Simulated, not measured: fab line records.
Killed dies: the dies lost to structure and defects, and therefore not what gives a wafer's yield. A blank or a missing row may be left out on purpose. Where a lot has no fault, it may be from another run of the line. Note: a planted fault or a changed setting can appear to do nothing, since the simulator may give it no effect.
Lot-split experiment | flow n5_finfet | 39 wafers read across 7 lots, on a route 1938 steps long

== THE SPLIT ==
At N5_GATE_CUT_DESCUM_18 (chemistry O2, time 7 s), the setting time_s was moved away from the recipe's 7 s on 15 of the 39 wafers read, by -57.2% to +33.5%. All remaining wafers had this setting at the recipe value.

No step appears in the file between the split and the reading.

== THE READING ==
CAR-EUV_of_GATE_CUT_COAT_07.thk_nm (the simulator's own value, which no gauge read), in nm, at N5_GATE_CUT_ETCH_28 (etches underlayer in N2/H2, target depth 13 nm, time 10.4 s). The file does not state a usual value for it. Average 14.6 nm, standard deviation 0.11 nm, over the 24 wafers here run with the recipe.

wafer  | tool, chamber at the split | time_s as run, s | against the recipe | CAR-EUV_of_GATE_CUT_COAT_07.thk_nm, nm | against lot-mates on the recipe
L075.1 | rie_diel-04, 0,3,0         | 3.448            | -50.7%             | 16.4                                   | +1.9
L075.6 | rie_diel-04, 0,3,0         | 3.448            | -50.7%             | 16.4                                   | +1.9
L075.2 | rie_diel-04, 1             | 7                | recipe             | 14.4                                   | -
L075.3 | rie_diel-04, 0,3,0         | 3.448            | -50.7%             | 16.2                                   | +1.7
L075.4 | rie_diel-04, 1,3           | 7                | recipe             | 14.6                                   | -
L075.5 | rie_diel-04, 1,3           | 7                | recipe             | 14.6                                   | -
L081.1 | rie_diel-02, 2             | 7                | recipe             | 14.6                                   | -
L081.5 | rie_diel-02, 2,3           | 7                | recipe             | 14.6                                   | -
L081.6 | rie_diel-02, 2,3           | 7                | recipe             | 14.6                                   | -
L090.1 | rie_diel-02, 3             | 5.89             | -15.9%             | 15                                     | +0.4
L090.2 | rie_diel-02, 0,1           | 5.89             | -15.9%             | 15.2                                   | +0.6
L090.4 | rie_diel-02, 0,1           | 5.89             | -15.9%             | 15.2                                   | +0.6
L090.3 | rie_diel-02, 2,1           | 7                | recipe             | 14.6                                   | -
L090.5 | rie_diel-02, 0             | 7                | recipe             | 14.6                                   | -
L090.6 | rie_diel-02, 2,1           | 7                | recipe             | 14.6                                   | -
L092.1 | rie_diel-04, 2,3           | 2.994            | -57.2%             | 16.6                                   | +2.2
L092.4 | rie_diel-04, 0             | 2.994            | -57.2%             | 16.6                                   | +2.2
L092.2 | rie_diel-04, 1             | 7                | recipe             | 14.4                                   | -
L092.5 | rie_diel-04, 1             | 7                | recipe             | 14.4                                   | -
L092.6 | rie_diel-04, 0             | 7                | recipe             | 14.4                                   | -
L092.3 | rie_diel-04, 2,3           | 2.994            | -57.2%             | 16.4                                   | +2.0
L094.1 | rie_diel-02, 2,1,0,2       | 7                | recipe             | 14.6                                   | -
L094.2 | rie_diel-02, 2,1,0,2       | 7                | recipe             | 14.6                                   | -
L094.3 | rie_diel-02, 2,1,0,2       | 7                | recipe             | 14.6                                   | -
L094.4 | rie_diel-02, 3,1           | 7                | recipe             | 14.6                                   | -
L094.5 | rie_diel-02, 2,1,0,2       | 7                | recipe             | 14.6                                   | -
L094.6 | rie_diel-02, 3,1           | 7                | recipe             | 14.6                                   | -
L095.1 | rie_diel-06, 1,2           | 9.345            | +33.5%             | 13.4                                   | -1.3
L095.6 | rie_diel-06, 3             | 9.345            | +33.5%             | 13.4                                   | -1.3
L095.2 | rie_diel-06, 3,0           | 7                | recipe             | 14.8                                   | -
L095.3 | rie_diel-06, 3,0           | 7                | recipe             | 14.8                                   | -
L095.4 | rie_diel-06, 2             | 7                | recipe             | 14.6                                   | -
L095.5 | rie_diel-06, 1,2           | 9.345            | +33.5%             | 13.6                                   | -1.1
L096.1 | rie_diel-04, 3             | 3.688            | -47.3%             | 16.2                                   | +1.7
L096.3 | rie_diel-04, 1,0           | 3.688            | -47.3%             | 16.2                                   | +1.7
L096.4 | rie_diel-04, 1,0           | 3.688            | -47.3%             | 16.2                                   | +1.7
L096.2 | rie_diel-04, 2             | 7                | recipe             | 14.6                                   | -
L096.6 | rie_diel-04, 0             | 7                | recipe             | 14.6                                   | -
L096.5 | rie_diel-04, 1             | 7                | recipe             | 14.4                                   | -
If several chambers appear in one row, that row covers several wafers at once and the file leaves open which wafer was in which chamber.

FIT RESULTS
A straight line over all 39 wafers: CAR-EUV_of_GATE_CUT_COAT_07.thk_nm changes by -0.0342 nm for each +1% of time_s; r = -0.99; the points scatter about the line by 0.1 nm.
The same after taking each lot's own level away (the mean of its wafers on the recipe; 39 wafers): -0.0364 nm for each +1%; r = -1.00; scatter 0.077 nm.
That fit puts the effect of the largest move of time_s on the reading at 2.1 nm.
The lots' own levels span 14.40 to 14.73 nm, that is 3.2 times the standard deviation above.
The two slopes are in agreement: the lot-to-lot level therefore moves the slope only a little.
Check: for one of the wafers moved furthest among these (-57.2%), held out of the fit, the line's prediction against its lot-mates is +2.06 nm. Against them it came out at +2.2 nm.

== FURTHER SPLITS ON THESE WAFERS ==
Note: prior to the reading, these wafers also went through further splits. Each is held against what the fit with the lots' levels taken away leaves over:
other split on the same wafers           | wafers away from the commonest value | r with CAR-EUV_of_GATE_CUT_COAT_07.thk_nm (lot level and that fit taken away)
N5_PMOS_HMC_CHANNEL_EPI_HM_DEP_34 time_s | 18                                   | +0.31
N5_SD_EPI_N_ETCH_45 target_depth_a       | 15                                   | +0.02
N5_SDB_ETCH_18 time_s                    | 9                                    | -0.26

== THE WHOLE CHAIN: every reading that the file lists as answering this split, in the file's order ==
step                  | what it does                                                | reading                                                                             | change (the file's fit)                 | r (the file's)
N5_GATE_CUT_DESCUM_18 | chemistry O2, time 7 s                                      | CAR-EUV_of_GATE_CUT_COAT_07.thk_nm (the simulator's own value, which no gauge read) | -0.0349 nm for each +1% of the setting  | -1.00
N5_GATE_CUT_DESCUM_18 | chemistry O2, time 7 s                                      | GATE_CUT.cd_nm (the simulator's own value, which no gauge read)                     | +0.00957 nm for each +1% of the setting | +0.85
N5_GATE_CUT_ETCH_28   | etches underlayer in N2/H2, target depth 13 nm, time 10.4 s | CAR-EUV_of_GATE_CUT_COAT_07.thk_nm (the simulator's own value, which no gauge read) | -0.0363 nm for each +1% of the setting  | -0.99

== THE FILE'S OWN FIT ==
CAR-EUV_of_GATE_CUT_COAT_07.thk_nm changes by -0.0363 nm for each +1% of time_s, r = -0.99.
